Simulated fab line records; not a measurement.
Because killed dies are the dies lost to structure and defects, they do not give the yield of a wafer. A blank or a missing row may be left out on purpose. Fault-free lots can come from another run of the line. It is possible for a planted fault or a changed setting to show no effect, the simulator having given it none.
Which tool was responsible? :: flow nand_harc :: Sampling: 6 lots, 18 wafers, 4 of 1302 route steps

== WHAT EACH GAUGE READ, for each wafer ==
NHARC_A_CONTACT_CD_MEAS_08: the cd target is 200 nm.
lot: L980
measured: day 22 16:52
on: cd_sem-03
cd_nm (nm): 199.6 200.0 199.8

lot: L985
measured: day 24 19:18
on: cd_sem-02
cd_nm (nm): 204.4 204.3 204.4

lot: L989
measured: day 25 21:43
on: cd_sem-01
cd_nm (nm): 202.5 203.0 203.3

lot: L997
measured: day 28 08:13
on: cd_sem-01
cd_nm (nm): 200.2 200.6 200.3

lot: L998
measured: day 29 11:22
on: cd_sem-02
cd_nm (nm): 201.0 200.6 200.8

lot: L103
measured: day 31 16:44
on: cd_sem-03
cd_nm (nm): 200.9 200.6 200.7

== TOOL THAT RAN EACH LOT (tool first, then ch and the chambers of the sampled wafers, then the start) ==
lot: L980
NHARC_A_CONTACT_DEP_84: acl_dep-01 ch 0, day 22 14:37
NHARC_A_CONTACT_DEP_85: pecvd-01 ch 0,2, day 22 16:04
NHARC_A_CONTACT_EXPOSE_05: arfi_scanner-01 ch 0, day 22 16:44

lot: L985
NHARC_A_CONTACT_DEP_84: acl_dep-02 ch 0, day 24 16:58
NHARC_A_CONTACT_DEP_85: pecvd-02 ch 0,1,2, day 24 18:43
NHARC_A_CONTACT_EXPOSE_05: arfi_scanner-02 ch 0, day 24 19:10

lot: L989
NHARC_A_CONTACT_DEP_84: acl_dep-03 ch 0, day 25 19:25
NHARC_A_CONTACT_DEP_85: pecvd-01 ch 0,2, day 25 21:08
NHARC_A_CONTACT_EXPOSE_05: arfi_scanner-02 ch 0, day 25 21:34

lot: L997
NHARC_A_CONTACT_DEP_84: acl_dep-03 ch 0, day 28 05:51
NHARC_A_CONTACT_DEP_85: pecvd-01 ch 0,1, day 28 07:37
NHARC_A_CONTACT_EXPOSE_05: arfi_scanner-03 ch 0, day 28 08:05

lot: L998
NHARC_A_CONTACT_DEP_84: acl_dep-01 ch 0, day 29 08:47
NHARC_A_CONTACT_DEP_85: pecvd-02 ch 0,1, day 29 10:34
NHARC_A_CONTACT_EXPOSE_05: arfi_scanner-03 ch 0, day 29 11:14

lot: L103
NHARC_A_CONTACT_DEP_84: acl_dep-02 ch 0, day 31 14:17
NHARC_A_CONTACT_DEP_85: pecvd-02 ch 0,1,2, day 31 16:01
NHARC_A_CONTACT_EXPOSE_05: arfi_scanner-03 ch 0, day 31 16:36
- NHARC_A_CONTACT_DEP_84: deposits aC, target thk 2800 nm.
- NHARC_A_CONTACT_DEP_85: deposits SiON, target thk 60 nm.
- NHARC_A_CONTACT_EXPOSE_05: exposes mask A CC.

== THE ANSWER, worked out from the rows above alone ==
Rule: what is usual is taken from the lots themselves. The widest of any qualifying gaps counts: lots, ordered by their means at a reading, are off when they make up no more than a third of the lots, leave a main group of 4 or more, and stand apart from it by 3 or more times the standard deviation of that group's means. A main group whose means are all the same, to the digits that the tables above print for the reading, isn't used. Also off: a lot with no number at a reading for which 4 or more lots have one. All remaining lots with rows at the step are treated as sound.
Off, at NHARC_A_CONTACT_CD_MEAS_08 on cd_nm: L985, L989. The main group has a mean of 200.4 nm with a standard deviation of 0.4.
If a tool, at a process step before that reading, ran all the lots that are off and no sound lot after the first of them, it fits. Gauges at NHARC_A_CONTACT_CD_MEAS_08: tried the same way as those tools. One fits: NHARC_A_CONTACT_EXPOSE_05 on arfi_scanner-02. It ran no sound lot before its first lot that is off in this sample, so the start can't be narrowed down.

== WHAT THE SIMULATOR HAD INSERTED ==
Process parameter drift: arfi_scanner-02, from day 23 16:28 on, at NHARC_A_CONTACT_EXPOSE_05. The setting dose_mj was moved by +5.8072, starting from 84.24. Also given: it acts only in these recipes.
Struck lots among those shown: L985, L989. The rule given above showed the same thing.
